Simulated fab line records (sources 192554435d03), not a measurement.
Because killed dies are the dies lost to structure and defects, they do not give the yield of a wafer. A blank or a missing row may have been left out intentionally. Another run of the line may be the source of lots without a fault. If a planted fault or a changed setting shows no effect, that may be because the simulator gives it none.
Matching of chambers | flow n5-finfet | N5_BEOL_M11_ALD_74 on ald-metal-02: 4 sister chambers
The step deposits TaN, target thk 2 nm, pulse time 2 s, purge time 3 s. 4 wafers are shown with their chamber, then 9 later ones without.

== WAFERS, EACH WITH ITS CHAMBER ==
wafer  | chamber | heater-power-w (W)
L092.6 | 1       | 380
L093.2 | 2       | 376
L093.3 | 3       | 396
L093.4 | 0       | 395

== WAFERS WITH NO CHAMBER GIVEN ==
wafer  | heater-power-w (W)
L095.2 | 371
L095.5 | 402
L095.6 | 380
L094.3 | 401
L094.5 | 402
L094.6 | 372
L097.3 | 372
L097.4 | 386
L097.5 | 403

== WHICH CHAMBER EACH WENT THROUGH ==
wafer  | from the rows above               | in truth
L095.2 | can't be placed: 2 or 1           | 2
L095.5 | can't be placed: 3 or 0           | 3
L095.6 | can't be placed: 1 or 2           | 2
L094.3 | can't be placed: 3 or 0           | 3
L094.5 | can't be placed: 3 or 0           | 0
L094.6 | can't be placed: 2 or 1           | 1
L097.3 | can't be placed: 2 or 1           | 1
L097.4 | can't be placed: 1 or 0 or 2 or 3 | 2
L097.5 | can't be placed: 3 or 0           | 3
0 of 9 placed correctly. Unplaceable from these rows: 9, with the true chamber sitting among the candidates in 9. Placed wrongly: 0.
How it was worked out, from the rows above alone: a wafer's distance from a chamber is the root of the sum, over the readings, of the square of ((its reading less the chamber's mean) divided by the reading's scatter). The wafer belongs to the nearest chamber; if the next one is less than 2 further off, it can't be placed. The mean given for a chamber averages the wafers shown for that chamber. The scatter: root of mean squared gap, hidden wafer to nearest shown wafer, with one shown wafer a chamber.
